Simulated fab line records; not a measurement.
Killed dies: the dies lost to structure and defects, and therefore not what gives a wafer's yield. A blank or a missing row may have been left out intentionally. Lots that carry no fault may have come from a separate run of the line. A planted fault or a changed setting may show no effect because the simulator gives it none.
fab line records + flow n5_finfet
record
- lots=6
- wafers=18
- last_day=18
route steps=1938 shown BEOL_M3@983 BEOL_M4@1111 PASSIVATION@1936
lots untouched by any fault: they come from a run of this same line in which no faults occurred
start_h: hours from the record's opening day to when the first of the lot's shown wafers began + wait_h: how many hours have passed since the lot's step before this one + " the same as in the row above + L1.1+2: one row covering several wafers at once + - no value, or no start was given + * or withheld: withheld + < > ~ a bound
route shown NAME@n: a module of which the file shows steps, and the number in the route of the first + usual: average and standard deviation across the fault-free wafers + same: alike in all rows + chamber/n: place in a boat + sites: each site's reading + _std_site: the standard deviation of these + _edge_site: inner sites' mean taken away from outer sites' mean + radius_mm: for every site, how far away it sits from the centre of the wafer + mask NAME#n: copy n + behind: tool/chamber where the wafer was last shaped + hold: reason for holding the lot/hours on hold/outcome of the hold + device: the transistor (n, p or np) that didn't switch + end of line: at the end of the route, the tests of the same wafers + for a step that has no rows: nothing shown but its recipe + killed: not the wafer's yield, but the dies lost to structure and defects at the first sort + map: a wafer's dies, marking killed ones x, the rest . and places with no die _
set.NAME: the setting that was run; set.NAME@STEP: the one run at that earlier step + model.NAME: the simulator's own value behind a step, which no gauge read
lots seen at some steps along the route; tables by step, rows by wafer
services: when a tool's chamber went out of use (start_h, in hours from the record's first day, below 0 if earlier), for how many hours, and the reason
## steps
# step N5_BEOL_M3_OCD_MEAS_38
# usual
- trench_depth_nm=55.1/0.98
| lot.wafer | tool   | chamber | start_h | wait_h | trench_depth_nm |
|-----------|--------|---------|---------|--------|-----------------|
| L816.1    | ocd-01 | -       | 166.10  | -      | 54.6            |
| L816.4    | "      | -       | "       | "      | 54.5            |
| L816.6    | "      | -       | "       | "      | 53.2            |
| L819.1    | ocd-01 | -       | 186.11  | -      | 54.3            |
| L819.3    | "      | -       | "       | "      | 55.9            |
| L819.5    | "      | -       | "       | "      | 54.8            |
| L820.2    | ocd-02 | -       | 201.51  | -      | 52.6            |
| L820.3    | "      | -       | "       | "      | 54.3            |
| L820.4    | "      | -       | "       | "      | 56.2            |
| L830.4    | ocd-01 | -       | 246.38  | -      | 56.0            |
| L830.5    | "      | -       | "       | "      | 54.7            |
| L830.6    | "      | -       | "       | "      | 54.5            |
| L832.1    | ocd-02 | -       | 257.22  | -      | 55.6            |
| L832.2    | "      | -       | "       | "      | 54.8            |
| L832.3    | "      | -       | "       | "      | 56.1            |
| L837.3    | ocd-01 | -       | 301.65  | -      | 55.6            |
| L837.5    | "      | -       | "       | "      | 54.1            |
| L837.6    | "      | -       | "       | "      | 54.0            |
# step N5_BEOL_M3_HM_STRIP_39
# recipe
- chemistry=peroxide_tin_strip
- material=TiN
- target_depth_a=250
- temp_c=50
- time_s=158
# step N5_BEOL_M3_SRD_40
# recipe
- time_s=30
- temp_c=23
- rinse_liquid=diw
- dry=ipa_marangoni
# step N5_BEOL_M3_PRECLEAN_42
# recipe
- chemistry=residue_remover
- time_s=60
- temp_c=40
# step N5_BEOL_M3_SRD_43
# recipe
- time_s=30
- temp_c=23
- rinse_liquid=diw
- dry=ipa_marangoni
# step N5_BEOL_M3_CD_MEAS_35
# recipe
- target_cd_nm=18
- target_cd_y_nm=21
- polarity=opening
# usual
- cd_nm=18.0/0.35
| lot.wafer | tool      | chamber | start_h | wait_h | cd_nm |
|-----------|-----------|---------|---------|--------|-------|
| L816.1    | cd_sem-01 | -       | 166.26  | 0.0    | 18.3  |
| L816.4    | "         | -       | "       | "      | 17.6  |
| L816.6    | "         | -       | "       | "      | 18.1  |
| L819.1    | cd_sem-02 | -       | 186.26  | 0.0    | 18.3  |
| L819.3    | "         | -       | "       | "      | 18.0  |
| L819.5    | "         | -       | "       | "      | 17.8  |
| L820.2    | cd_sem-01 | -       | 201.66  | 0.0    | 18.2  |
| L820.3    | "         | -       | "       | "      | 18.0  |
| L820.4    | "         | -       | "       | "      | 18.0  |
| L830.4    | cd_sem-02 | -       | 246.54  | 0.0    | 17.4  |
| L830.5    | "         | -       | "       | "      | 18.1  |
| L830.6    | "         | -       | "       | "      | 16.8  |
| L832.1    | cd_sem-02 | -       | 257.37  | 0.0    | 18.8  |
| L832.2    | "         | -       | "       | "      | 18.0  |
| L832.3    | "         | -       | "       | "      | 18.7  |
| L837.3    | cd_sem-01 | -       | 301.80  | 0.0    | 18.2  |
| L837.5    | "         | -       | "       | "      | 18.0  |
| L837.6    | "         | -       | "       | "      | 17.8  |
# step N5_BEOL_M3_DEGAS_44
# recipe
- ambient=vacuum
- temp_c=250
- time_s=60
# step N5_BEOL_M3_PRE_CLEAN_45
# recipe
- gas=H2/He
- time_s=30
- temp_c=250
# usual
- heater_power_w=342/45
| lot.wafer | tool           | chamber | start_h | wait_h | heater_power_w |
|-----------|----------------|---------|---------|--------|----------------|
| L816.1    | pvd_sputter-03 | -       | 166.55  | 0.0    | 290            |
| L816.4    | "              | -       | "       | "      | 360            |
| L816.6    | "              | -       | "       | "      | 357            |
| L819.1    | pvd_sputter-02 | -       | 186.70  | 0.0    | 278            |
| L819.3    | "              | -       | "       | "      | 348            |
| L819.5    | "              | -       | "       | "      | 367            |
| L820.2    | pvd_sputter-01 | -       | 202.10  | 0.0    | 269            |
| L820.3    | "              | -       | "       | "      | 294            |
| L820.4    | "              | -       | "       | "      | 298            |
| L830.4    | pvd_sputter-03 | -       | 247.22  | 0.0    | 283            |
| L830.5    | "              | -       | "       | "      | 363            |
| L830.6    | "              | -       | "       | "      | 291            |
| L832.1    | pvd_sputter-02 | -       | 257.72  | 0.0    | 358            |
| L832.2    | "              | -       | "       | "      | 353            |
| L832.3    | "              | -       | "       | "      | 278            |
| L837.3    | pvd_sputter-03 | -       | 302.10  | 0.0    | 347            |
| L837.5    | "              | -       | "       | "      | 290            |
| L837.6    | "              | -       | "       | "      | 354            |
# step N5_BEOL_M3_ALD_84
# recipe
- material=TaN
- target_thk_a=*
- temp_c=275
- ald_precursor_family=PDMAT
- ald_co_reactant=NH3
- pressure_torr=3
- carrier_flow_sccm=1500
- pulse_time_s=2
- purge_time_s=3
- co_reactant_purge_time_s=2
- co_reactant_pulse_time_s=3
- ald_cycles=30
- precursor_vessel_temp_c=75
- precursor_vessel_pressure_torr=26.25
- precursor_vessel_carrier_sccm=1000
# usual
- heater_power_outer_w=220/17
- heater_power_w=408/31
| lot.wafer | tool         | chamber | start_h | wait_h | heater_power_outer_w | heater_power_w |
|-----------|--------------|---------|---------|--------|----------------------|----------------|
| L816.1    | ald_metal-01 | 1       | 166.63  | 0.1    | 242                  | 404            |
| L816.4    | "            | 0       | "       | "      | 201                  | 387            |
| L816.6    | "            | 0       | "       | "      | 198                  | 394            |
| L819.1    | ald_metal-04 | 0       | 186.76  | 0.0    | 222                  | 433            |
| L819.3    | "            | 2       | "       | "      | 202                  | 372            |
| L819.5    | "            | 2       | "       | "      | 200                  | 379            |
| L820.2    | ald_metal-01 | 3       | 202.30  | 0.2    | 205                  | 346            |
| L820.3    | "            | 1       | "       | "      | 245                  | 407            |
| L820.4    | "            | 2       | "       | "      | 229                  | 418            |
| L830.4    | ald_metal-02 | 0       | 247.51  | 0.3    | 215                  | 439            |
| L830.5    | "            | 3       | "       | "      | 218                  | 411            |
| L830.6    | "            | 2       | "       | "      | 248                  | 455            |
| L832.1    | ald_metal-01 | 1       | 257.79  | 0.0    | 247                  | 391            |
| L832.2    | "            | 0       | "       | "      | 200                  | 387            |
| L832.3    | "            | 2       | "       | "      | 230                  | 419            |
| L837.3    | ald_metal-01 | 0       | 302.16  | 0.0    | 199                  | 392            |
| L837.5    | "            | 3       | "       | "      | 203                  | 361            |
| L837.6    | "            | 0       | "       | "      | 201                  | 379            |
# step N5_BEOL_M3_SURFACE_TREAT_85
# recipe
- gas=Ar
- time_s=*
- ion_energy_ev=*
- ion_current_ma_cm2=0.5
- pressure_mtorr=*
- ar_flow_sccm=30
# usual
- throttle_valve_pct=*
| lot.wafer | tool           | chamber | start_h | wait_h | throttle_valve_pct |
|-----------|----------------|---------|---------|--------|--------------------|
| L816.1    | pvd_sputter-03 | -       | 166.95  | 0.2    | *                  |
| L816.4    | "              | -       | "       | "      | *                  |
| L816.6    | "              | -       | "       | "      | *                  |
| L819.1    | pvd_sputter-01 | -       | 187.05  | 0.2    | *                  |
| L819.3    | "              | -       | "       | "      | *                  |
| L819.5    | "              | -       | "       | "      | *                  |
| L820.2    | pvd_sputter-02 | -       | 202.56  | 0.2    | *                  |
| L820.3    | "              | -       | "       | "      | *                  |
| L820.4    | "              | -       | "       | "      | *                  |
| L830.4    | pvd_sputter-03 | -       | 248.02  | 0.4    | *                  |
| L830.5    | "              | -       | "       | "      | *                  |
| L830.6    | "              | -       | "       | "      | *                  |
| L832.1    | pvd_sputter-02 | -       | 258.24  | 0.4    | *                  |
| L832.2    | "              | -       | "       | "      | *                  |
| L832.3    | "              | -       | "       | "      | *                  |
| L837.3    | pvd_sputter-03 | -       | 302.54  | 0.3    | *                  |
| L837.5    | "              | -       | "       | "      | *                  |
| L837.6    | "              | -       | "       | "      | *                  |
# step N5_BEOL_M3_CVD_47
# recipe
- material=Co
- target_thk_a=30
- temp_c=withheld
- precursor=CCTBA/H2
- pressure_torr=30
- time_s=223.8
# step N5_BEOL_M3_SPUTTER_48
# recipe
- material=Cu
- target_thk_a=45
- temp_c=-20
- chamber_pressure_pa=0.07
- power_w=withheld
- time_s=8.29
# usual
- throttle_valve_pct=30.4/1
| lot.wafer | tool           | chamber | start_h | wait_h | throttle_valve_pct |
|-----------|----------------|---------|---------|--------|--------------------|
| L816.1    | pvd_sputter-03 | -       | 167.39  | 0.3    | 30.9               |
| L816.4    | "              | -       | "       | "      | 29.8               |
| L816.6    | "              | -       | "       | "      | 30.5               |
| L819.1    | pvd_sputter-02 | -       | 189.18  | 1.9    | 30.2               |
| L819.3    | "              | -       | "       | "      | 32.1               |
| L819.5    | "              | -       | "       | "      | 32.3               |
| L820.2    | pvd_sputter-02 | -       | 202.88  | 0.1    | 30.4               |
| L820.3    | "              | -       | "       | "      | 32.0               |
| L820.4    | "              | -       | "       | "      | 29.9               |
| L830.4    | pvd_sputter-02 | -       | 249.47  | 1.0    | 32.1               |
| L830.5    | "              | -       | "       | "      | 30.3               |
| L830.6    | "              | -       | "       | "      | 30.3               |
| L832.1    | pvd_sputter-01 | -       | 258.55  | 0.2    | 31.3               |
| L832.2    | "              | -       | "       | "      | 29.9               |
| L832.3    | "              | -       | "       | "      | 31.6               |
| L837.3    | pvd_sputter-02 | -       | 304.16  | 1.5    | 30.4               |
| L837.5    | "              | -       | "       | "      | 29.8               |
| L837.6    | "              | -       | "       | "      | 30.0               |
# step N5_BEOL_M3_ANNEAL_49
# recipe
- temp_c=400
- time_s=240
- ambient=vacuum
# usual
- heater_power_w=807/100
- susceptor_temp_C=400.01/0.23
| lot.wafer | tool           | chamber | start_h | wait_h | heater_power_w | susceptor_temp_C |
|-----------|----------------|---------|---------|--------|----------------|------------------|
| L816.1    | pvd_sputter-03 | -       | 167.47  | 0.0    | 1029           | 399.76           |
| L816.4    | "              | -       | "       | "      | 716            | 400.20           |
| L816.6    | "              | -       | "       | "      | 873            | 400.13           |
| L819.1    | pvd_sputter-02 | -       | 189.26  | 0.0    | 925            | 400.32           |
| L819.3    | "              | -       | "       | "      | 690            | 400.07           |
| L819.5    | "              | -       | "       | "      | 685            | 400.29           |
| L820.2    | pvd_sputter-02 | -       | 202.96  | 0.0    | 935            | 400.11           |
| L820.3    | "              | -       | "       | "      | 666            | 400.23           |
| L820.4    | "              | -       | "       | "      | 868            | 399.62           |
| L830.4    | pvd_sputter-02 | -       | 249.55  | 0.0    | -              | -                |
| L830.5    | "              | -       | "       | "      | -              | -                |
| L830.6    | "              | -       | "       | "      | -              | -                |
| L832.1    | pvd_sputter-01 | -       | 258.63  | 0.0    | -              | -                |
| L832.2    | "              | -       | "       | "      | -              | -                |
| L832.3    | "              | -       | "       | "      | -              | -                |
| L837.3    | pvd_sputter-02 | -       | 304.24  | 0.0    | 927            | 400.15           |
| L837.5    | "              | -       | "       | "      | 880            | 400.30           |
| L837.6    | "              | -       | "       | "      | 920            | 399.87           |
# step N5_BEOL_M3_SPUTTER_79
# recipe
- material=Cu
- target_thk_a=45
- temp_c=-20
- chamber_pressure_pa=0.07
- power_w=withheld
- time_s=8.29
# usual
- throttle_valve_pct=30.3/1
| lot.wafer | tool           | chamber | start_h | wait_h | throttle_valve_pct |
|-----------|----------------|---------|---------|--------|--------------------|
| L816.1    | pvd_sputter-03 | -       | 167.61  | 0.1    | 31.0               |
| L816.4    | "              | -       | "       | "      | 29.3               |
| L816.6    | "              | -       | "       | "      | 30.7               |
| L819.1    | pvd_sputter-02 | -       | 189.40  | 0.1    | 30.2               |
| L819.3    | "              | -       | "       | "      | 31.9               |
| L819.5    | "              | -       | "       | "      | 32.1               |
| L820.2    | pvd_sputter-02 | -       | 203.10  | 0.1    | 30.3               |
| L820.3    | "              | -       | "       | "      | 32.0               |
| L820.4    | "              | -       | "       | "      | 29.8               |
| L830.4    | pvd_sputter-02 | -       | 249.69  | 0.1    | 32.1               |
| L830.5    | "              | -       | "       | "      | 30.0               |
| L830.6    | "              | -       | "       | "      | 30.5               |
| L832.1    | pvd_sputter-01 | -       | 258.77  | 0.1    | 30.8               |
| L832.2    | "              | -       | "       | "      | 29.5               |
| L832.3    | "              | -       | "       | "      | 31.3               |
| L837.3    | pvd_sputter-02 | -       | 304.38  | 0.1    | 30.4               |
| L837.5    | "              | -       | "       | "      | 30.0               |
| L837.6    | "              | -       | "       | "      | 29.7               |
# step N5_BEOL_M4_RC_MEAS_101
# usual
- DIBL_N=35.8/1.5
- DIBL_P=35.9/1.8
- IOFF_N=0.152/0.025
- IOFF_P=0.21/0.031
- ION_N=672/11
- ION_P=462/7.4
- SS_N=71.5/0.52
- SS_P=73.2/0.54
- VT_N=250/3
- VT_P=-250/3.3
| lot.wafer | tool      | chamber | start_h | wait_h | DIBL_N[mV/V] | DIBL_P[mV/V] | IOFF_N[nA/um] | IOFF_P[nA/um] | ION_N[uA/um] | ION_P[uA/um] | SS_N[mV/dec] | SS_P[mV/dec] | VT_N[mV] | VT_P[mV] |
|-----------|-----------|---------|---------|--------|--------------|--------------|---------------|---------------|--------------|--------------|--------------|--------------|----------|----------|
| L816.1    | prober-02 | 0       | 178.78  | 0.0    | 39.1         | 38.8         | 0.194         | 0.27          | 677          | 465          | 71.8         | 73.5         | 247      | -245     |
| L816.4    | "         | 0       | "       | "      | 38.1         | 38.1         | 0.171         | 0.25          | 681          | 476          | 71.5         | 73.6         | 250      | -246     |
| L816.6    | "         | 0       | "       | "      | 40.1         | 39.1         | 0.219         | 0.28          | 693          | 476          | 72.9         | 74.2         | 244      | -245     |
| L819.1    | prober-02 | 0       | 202.21  | 0.0    | 35.4         | 34.0         | 0.139         | 0.20          | 665          | 460          | 71.3         | 72.9         | 250      | -247     |
| L819.3    | "         | 0       | "       | "      | 37.5         | 35.9         | 0.173         | 0.24          | 673          | 463          | 71.0         | 73.0         | 247      | -245     |
| L819.5    | "         | 0       | "       | "      | 35.8         | 33.8         | 0.145         | 0.21          | 669          | 463          | 71.4         | 73.2         | 249      | -247     |
| L820.2    | prober-02 | 0       | 218.54  | 0.2    | 37.1         | 39.4         | 0.164         | 0.21          | 678          | 463          | 71.6         | 73.3         | 252      | -253     |
| L820.3    | "         | 0       | "       | "      | 37.4         | 38.7         | 0.163         | 0.20          | 682          | 463          | 72.0         | 73.4         | 248      | -252     |
| L820.4    | "         | 0       | "       | "      | 35.9         | 37.6         | 0.148         | 0.18          | 686          | 457          | 71.4         | 72.9         | 249      | -253     |
| L830.4    | prober-01 | 0       | 264.18  | 0.5    | 33.9         | 34.5         | 0.137         | 0.21          | 658          | 459          | 71.7         | 72.7         | 251      | -250     |
| L830.5    | "         | 0       | "       | "      | 36.2         | 36.7         | 0.179         | 0.25          | 665          | 467          | 72.8         | 73.0         | 247      | -245     |
| L830.6    | "         | 0       | "       | "      | 36.5         | 38.1         | 0.194         | 0.27          | 694          | 476          | 72.0         | 73.1         | 247      | -247     |
| L832.1    | prober-02 | 0       | 271.44  | 0.0    | 32.3         | 33.9         | 0.127         | 0.18          | 663          | 456          | 71.3         | 71.4         | 252      | -251     |
| L832.2    | "         | 0       | "       | "      | 35.1         | 37.7         | 0.185         | 0.25          | 683          | 467          | 71.7         | 73.6         | 247      | -248     |
| L832.3    | "         | 0       | "       | "      | 33.5         | 34.7         | 0.147         | 0.20          | 671          | 459          | 71.0         | 72.7         | 249      | -250     |
| L837.3    | prober-02 | 0       | 321.31  | 0.3    | 33.7         | 33.5         | 0.125         | 0.17          | 660          | 456          | 71.3         | 72.7         | 253      | -253     |
| L837.5    | "         | 0       | "       | "      | 36.9         | 36.4         | 0.165         | 0.21          | 670          | 455          | 72.2         | 72.7         | 251      | -251     |
| L837.6    | "         | 0       | "       | "      | 32.6         | 32.1         | 0.106         | 0.16          | 652          | 455          | 71.2         | 72.3         | 255      | -255     |
# step N5_PASSIVATION_PROBE_49
# usual
- defect_limited_yield=91.7/1.7
- killed_at_M0_to_M3=34/10
- killed_at_M4_up=13/5.1
- killed_at_contacts=12/6.2
- killed_at_front_end=36/12
- killed_at_other=3.2/2.6
- killed_dies=98/20
- killed_open=65/13
- killed_short=32/8.4
- sort_bin_5_function=4.8/1.1
- sort_bin_6_memory=3.2/0.74
- sort_bin_8_speed=0.00/0.012
- sort_n_pass=1082/20
- sort_yield_pct=91.7/1.7
# same
- gross_dies=1180
- killed_at_back_side=0
- sort_bin_4_leakage[%]=0
| lot.wafer | tool      | chamber | start_h | wait_h | defect_limited_yield[%] | killed_at_M0_to_M3 | killed_at_M4_up | killed_at_contacts | killed_at_front_end | killed_at_other | killed_dies | killed_open | killed_short | sort_bin_5_function[%] | sort_bin_6_memory[%] | sort_bin_8_speed[%] | sort_n_pass | sort_yield_pct[%] |
|-----------|-----------|---------|---------|--------|-------------------------|--------------------|-----------------|--------------------|---------------------|-----------------|-------------|-------------|--------------|------------------------|----------------------|---------------------|-------------|-------------------|
| L816.1    | prober-01 | -       | 279.89  | 0.0    | 93.2                    | 29                 | 14              | 7                  | 26                  | 4               | 80          | 51          | 28           | 3.9                    | 2.6                  | 0                   | 1100        | 93.2              |
| L816.4    | prober-01 | -       | 280.04  | 0.2    | 94.1                    | 25                 | 7               | 12                 | 25                  | 1               | 70          | 43          | 23           | 3.4                    | 2.3                  | 0                   | 1110        | 94.1              |
| L816.6    | prober-01 | -       | 280.14  | 0.3    | 94.4                    | 27                 | 6               | 8                  | 25                  | 0               | 66          | 38          | 27           | 3.1                    | 2.2                  | 0                   | 1114        | 94.4              |
| L819.1    | prober-01 | -       | 308.72  | 0.0    | 91.9                    | 31                 | 28              | 9                  | 27                  | 0               | 95          | 65          | 29           | 4.2                    | 3.8                  | 0                   | 1085        | 91.9              |
| L819.3    | prober-01 | -       | 308.82  | 0.1    | 92.6                    | 25                 | 24              | 8                  | 28                  | 2               | 87          | 58          | 29           | 5.2                    | 2.1                  | 0                   | 1093        | 92.6              |
| L819.5    | prober-01 | -       | 308.92  | 0.2    | 90.9                    | 35                 | 22              | 7                  | 42                  | 1               | 107         | 72          | 34           | 4.8                    | 4.1                  | 0                   | 1073        | 90.9              |
| L820.2    | prober-02 | -       | 327.19  | 0.1    | 92.5                    | 27                 | 4               | 8                  | 49                  | 0               | 88          | 54          | 34           | 4.3                    | 2.7                  | 0                   | 1092        | 92.5              |
| L820.3    | prober-02 | -       | 327.24  | 0.1    | 93.1                    | 23                 | 9               | 6                  | 42                  | 1               | 81          | 52          | 27           | 4.3                    | 2.3                  | 0                   | 1099        | 93.1              |
| L820.4    | prober-02 | -       | 327.29  | 0.2    | 90.3                    | 44                 | 7               | 3                  | 58                  | 3               | 115         | 72          | 43           | 4.9                    | 4.4                  | 0                   | 1065        | 90.3              |
| L830.4    | prober-02 | -       | 368.55  | 0.2    | 90.8                    | 46                 | 13              | 13                 | 30                  | 6               | 108         | 80          | 28           | 4.2                    | 4.4                  | 0                   | 1072        | 90.8              |
| L830.5    | prober-02 | -       | 368.60  | 0.2    | 91.3                    | 20                 | 13              | 19                 | 49                  | 2               | 103         | 70          | 33           | 5.3                    | 3.1                  | 0                   | 1077        | 91.3              |
| L830.6    | prober-02 | -       | 368.65  | 0.3    | 90.8                    | 40                 | 36              | 7                  | 22                  | 3               | 108         | 69          | 38           | 5.2                    | 3.7                  | 0                   | 1072        | 90.8              |
| L832.1    | prober-02 | -       | 376.49  | 0.0    | 88.6                    | 35                 | 7               | 19                 | 70                  | 3               | 134         | 83          | 43           | 6.1                    | 4.1                  | 0                   | 1046        | 88.6              |
| L832.2    | prober-02 | -       | 376.54  | 0.1    | 89.1                    | 44                 | 14              | 7                  | 61                  | 3               | 129         | 83          | 46           | 5.8                    | 4.6                  | 0                   | 1051        | 89.1              |
| L832.3    | prober-02 | -       | 376.59  | 0.1    | 92.1                    | 38                 | 10              | 8                  | 34                  | 3               | 93          | 66          | 27           | 4.5                    | 3.3                  | 0                   | 1087        | 92.1              |
# killed by level:class
L816.1 BEOL_M1:geometric_particle:open=8 MOL_CONTACT_COAG:geometric_particle:open=7 BEOL_M2:geometric_particle:open=6 FIN_SAQP:geometric_particle:open=5 GATE_CUT:geometric_particle:short=5 BEOL_M1:geometric_particle:short=5 STARTING-WAFER:geometric_particle:short=4 STI_FIN_REVEAL:geometric_particle:open=3
L816.4 MOL_CONTACT_COAG:geometric_particle:open=9 DUMMY_GATE:geometric_particle:open=6 BEOL_M1:geometric_particle:short=5 BEOL_M2:geometric_particle:open=5 BEOL_M0_SAQP:geometric_particle:short=4 BEOL_M0_SAQP:geometric_particle:open=4 BEOL_M1:geometric_particle:open=4 STARTING-WAFER:geometric_particle:short=4
L816.6 BEOL_M2:geometric_particle:open=9 MOL_CONTACT_COAG:geometric_particle:open=6 BEOL_M3:geometric_particle:open=5 STARTING-WAFER:geometric_particle:short=4 GATE_CUT:geometric_particle:short=4 BEOL_M0_SAQP:geometric_particle:short=4 BEOL_M1:geometric_particle:short=4 FIN_SAQP:geometric_particle:short=3
L819.1 BEOL_M4:geometric_particle:open=13 MOL_CONTACT_COAG:geometric_particle:open=8 BEOL_M3:geometric_particle:open=7 BEOL_M0_SAQP:geometric_particle:open=6 BEOL_M2:geometric_particle:open=5 STI_FIN_REVEAL:geometric_particle:open=4 ILD0:geometric_particle:open=4 BEOL_M0_SAQP:geometric_particle:short=4
L819.3 BEOL_M4:geometric_particle:open=14 BEOL_M0_SAQP:geometric_particle:short=9 MOL_CONTACT_COAG:geometric_particle:open=8 BEOL_M0_SAQP:geometric_particle:open=8 STI_FIN_REVEAL:geometric_particle:open=7 DUMMY_GATE:geometric_particle:open=5 GATE_CUT:geometric_particle:short=3 BEOL_M2:geometric_particle:open=3
L819.5 BEOL_M3:geometric_particle:open=10 BEOL_M4:geometric_particle:open=10 FIN_SAQP:geometric_particle:open=9 BEOL_M0_SAQP:geometric_particle:short=7 MOL_CONTACT_COAG:geometric_particle:open=6 FIN_SAQP:geometric_particle:short=5 STI_FIN_REVEAL:geometric_particle:open=5 DUMMY_GATE:geometric_particle:open=5
L820.2 STI_FIN_REVEAL:geometric_particle:open=13 FIN_SAQP:geometric_particle:short=12 MOL_CONTACT_COAG:geometric_particle:open=7 BEOL_M3:geometric_particle:open=7 FIN_SAQP:geometric_particle:open=6 GATE_CUT:geometric_particle:short=5 BEOL_M0_SAQP:geometric_particle:open=5 STARTING-WAFER:geometric_particle:open=4
L820.3 FIN_SAQP:geometric_particle:open=16 STI_FIN_REVEAL:geometric_particle:open=8 FIN_SAQP:geometric_particle:short=7 BEOL_M0_SAQP:geometric_particle:short=7 BEOL_M2:geometric_particle:open=6 MOL_CONTACT_COAG:geometric_particle:open=5 BEOL_M1:geometric_particle:open=3 STI_FIN_REVEAL:geometric_particle:short=2
L820.4 FIN_SAQP:geometric_particle:short=17 STI_FIN_REVEAL:geometric_particle:open=13 FIN_SAQP:geometric_particle:open=11 BEOL_M3:geometric_particle:open=11 BEOL_M0_SAQP:geometric_particle:short=10 BEOL_M2:geometric_particle:open=9 BEOL_M0_SAQP:geometric_particle:open=8 STI_FIN_REVEAL:geometric_particle:short=5
L830.4 FIN_SAQP:geometric_particle:open=14 BEOL_M0_SAQP:geometric_particle:open=13 MOL_CONTACT_COAG:geometric_particle:open=12 BEOL_M2:geometric_particle:open=8 BEOL_M3:geometric_particle:open=7 BEOL_M4:geometric_particle:open=7 FIN_SAQP:geometric_particle:short=6 BEOL_M1:geometric_particle:open=5
L830.5 STI_FIN_REVEAL:geometric_particle:open=19 MOL_CONTACT_COAG:geometric_particle:open=15 FIN_SAQP:geometric_particle:short=12 BEOL_M0_SAQP:geometric_particle:open=7 BEOL_M4:geometric_particle:open=7 FIN_SAQP:geometric_particle:open=5 BEOL_M3:geometric_particle:open=5 MOL_CONTACT_COAG:geometric_particle:short=4
L830.6 BEOL_M4:geometric_particle:open=23 BEOL_M0_SAQP:geometric_particle:short=15 BEOL_M0_SAQP:geometric_particle:open=12 STARTING-WAFER:geometric_particle:short=6 MOL_CONTACT_COAG:geometric_particle:open=5 DUMMY_GATE:geometric_particle:open=4 BEOL_M3:geometric_particle:open=4 FIN_SAQP:geometric_particle:short=3
L832.1 BEOL_M2:geometric_particle:open=15 FIN_SAQP:geometric_particle:short=14 MOL_CONTACT_COAG:geometric_particle:open=14 STI_FIN_REVEAL:geometric_particle:open=13 FIN_SAQP:geometric_particle:open=10 GATE_CUT:geometric_particle:short=8 HKMG_FIN:area_etch=8 BEOL_M0_SAQP:geometric_particle:open=7
L832.2 BEOL_M2:geometric_particle:open=13 FIN_SAQP:geometric_particle:short=11 GATE_CUT:geometric_particle:short=11 BEOL_M0_SAQP:geometric_particle:open=11 FIN_SAQP:geometric_particle:open=8 STI_FIN_REVEAL:geometric_particle:open=8 BEOL_M4:geometric_particle:open=6 BEOL_M5:geometric_particle:open=6
L832.3 BEOL_M0_SAQP:geometric_particle:open=13 STI_FIN_REVEAL:geometric_particle:open=8 MOL_CONTACT_COAG:geometric_particle:open=7 GATE_CUT:geometric_particle:short=7 BEOL_M0_SAQP:geometric_particle:short=7 BEOL_M1:geometric_particle:open=6 BEOL_M4:geometric_particle:open=6 FIN_SAQP:geometric_particle:open=5
## services
| tool           | chamber | start_h | hours | kind   |
|----------------|---------|---------|-------|--------|
| pvd_sputter-01 | -       | 260.51  | 3.0   | repair |
| ald_metal-01   | -       | 279.23  | 2.8   | pm     |
| ald_metal-02   | 0       | 281.63  | 3.5   | repair |
| ald_metal-04   | -       | 282.81  | 14.6  | pm     |
## key
first_sign
- step=N5_BEOL_M3_ANNEAL_49
- reading=tool_record
- direction=missing
effect none on later readings
met_at N5_BEOL_M3_ANNEAL_49
struck_wafers L830.4,L830.5,L830.6,L832.1,L832.2,L832.3
onset_between 202.96 249.55
fault
- kind=skipped_step_whole
- tool=pvd_sputter-01,pvd_sputter-02
- chamber=-
- onset_h=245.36
- steps=N5_BEOL_M3_ANNEAL_49
- scope=struck_lots_only
